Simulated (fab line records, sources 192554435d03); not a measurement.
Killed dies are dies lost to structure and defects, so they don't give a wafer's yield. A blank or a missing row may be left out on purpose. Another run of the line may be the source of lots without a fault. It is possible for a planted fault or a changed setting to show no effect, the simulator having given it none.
Split-lot study	flow n5-finfet	on a route of 1938 steps: 7 lots, 21 wafers read

ON THE SPLIT
At N5_BEOL_M7_COAT_63 (time 60 s, resist thk 60 nm), the setting spin-rpm was moved away from the recipe's 1500 rpm on 5 of the 21 wafers read, by -11.1% to +10.7%. For the rest of the wafers, this setting stayed at what the recipe calls for.

FROM THE SPLIT TO THE READING: what the file shows between them, 9 steps
- N5_BEOL_M7_COAT_71: time 60 s, resist thk 5 nm (also split here: spin-rpm)
- N5_BEOL_M7_COAT_22: resist thk 30 nm
- N5_BEOL_M7_EBR_24
- N5_BEOL_M7_DESCUM_33: chemistry O2, time 7 s
- N5_BEOL_M7_ETCH_72: etches underlayer in N2/H2, target depth 6.5 nm, time 5.2 s
- N5_BEOL_M7_ETCH_65: etches SiARC in CF4, target depth 15.6 nm, time 26 s
- N5_BEOL_M7_ETCH_66: etches SOC in N2/H2, target depth 80 nm, overetch 16 nm, time 120 s
- N5_BEOL_M7_STRIP_69: strips in N2/H2
- N5_BEOL_M7_STRIP_73: strips in N2/H2

THE READING
SOC_of_BEOL_M7_COAT_63.thk-nm (the simulator's own value, which no gauge read), in nm, at N5_BEOL_M7_VIA_ETCH_34 (etches SiCOH lowk in C4F6/O2, target depth 125.5 nm, time 50.5 s). No usual value for it is given in the file. Average 53.9 nm, standard deviation 0.2 nm, over the 16 wafers here run with the recipe.

wafer	tool, chamber at the split	spin-rpm as run, rpm	against the recipe	SOC_of_BEOL_M7_COAT_63.thk-nm, nm	against lot-mates on the recipe
L077.1	litho-track-01, 0	1500	recipe	53.8	-
L077.3	litho-track-01, 0	1500	recipe	54	-
L077.5	litho-track-01, 0	1500	recipe	54.2	-
L078.1	litho-track-01, 0	1500	recipe	53.8	-
L078.2	litho-track-01, 0	1500	recipe	53.8	-
L078.6	litho-track-01, 0	1500	recipe	53.6	-
L079.2	litho-track-03, 0	1661	+10.7%	50.8	-3.2
L079.3	litho-track-03, 0	1661	+10.7%	51	-3.0
L079.5	litho-track-03, 0	1500	recipe	54	-
L080.1	litho-track-01, 0	1500	recipe	54.2	-
L080.2	litho-track-01, 0	1455	-3.0%	54.8	+0.7
L080.6	litho-track-01, 0	1500	recipe	54	-
L084.2	litho-track-02, 0	1575	+5.0%	52.8	-1.4
L084.5	litho-track-02, 0	1500	recipe	54.2	-
L084.6	litho-track-02, 0	1500	recipe	54.2	-
L083.3	litho-track-03, 0	1500	recipe	53.8	-
L083.4	litho-track-03, 0	1500	recipe	53.8	-
L083.6	litho-track-03, 0	1500	recipe	53.6	-
L090.1	litho-track-02, 0	1500	recipe	54	-
L090.6	litho-track-02, 0	1500	recipe	54	-
L090.5	litho-track-02, 0	1334	-11.1%	57.8	+3.8

THE FIT
A straight line over all 21 wafers: SOC_of_BEOL_M7_COAT_63.thk-nm changes by -0.302 nm for each +1% of spin-rpm; r = -0.99; the points scatter about the line by 0.24 nm.
The same after taking each lot's own level away (the mean of its wafers on the recipe; 21 wafers): -0.305 nm for each +1%; r = -0.99; scatter 0.15 nm.
On that fit, the largest move of spin-rpm shifts the reading by 3.4 nm.
The span of the lots' own levels, 53.73 to 54.20 nm, comes to 2.4 times the standard deviation stated above.
Hence the lot-to-lot level has little effect on the slope; both slopes agree.
Check: for one of the wafers moved furthest among these (-11.1%), held out of the fit, the line's prediction against its lot-mates is +3.15 nm. It came out at +3.8 nm against them.

OTHER SPLITS ON THESE WAFERS
Other splits were also applied to these wafers ahead of the reading. Each is held against what the fit with the lots' levels taken away leaves over:
other split on the same wafers	wafers away from the commonest value	r with SOC_of_BEOL_M7_COAT_63.thk-nm (lot level and that fit taken away)
N5_BEOL_M5_COAT_05 spin-rpm	9	-0.03
N5_BEOL_M6_EXPOSE_25 dose-mj	11	-0.20
N5_BEOL_M7_COAT_71 spin-rpm	6	-0.33

THE WHOLE CHAIN: every reading that the file lists as answering this split, in the file's order
step	what it does	reading	change (the file's fit)	r (the file's)
N5_BEOL_M7_COAT_63	time 60 s, resist thk 60 nm	SOC_of_BEOL_M7_COAT_63.thk-nm (the simulator's own value, which no gauge read)	-0.297 nm for each +1% of the setting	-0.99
N5_BEOL_M7_ETCH_66	etches SOC in N2/H2, target depth 80 nm, overetch 16 nm, time 120 s	etch.depth-nm (the simulator's own value, which no gauge read)	-0.306 nm for each +1% of the setting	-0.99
N5_BEOL_M7_VIA_ETCH_34	etches SiCOH lowk in C4F6/O2, target depth 125.5 nm, time 50.5 s	SOC_of_BEOL_M7_COAT_63.thk-nm (the simulator's own value, which no gauge read)	-0.311 nm for each +1% of the setting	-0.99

THE FILE'S OWN FIT
SOC_of_BEOL_M7_COAT_63.thk-nm changes by -0.311 nm for each +1% of spin-rpm, r = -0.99.
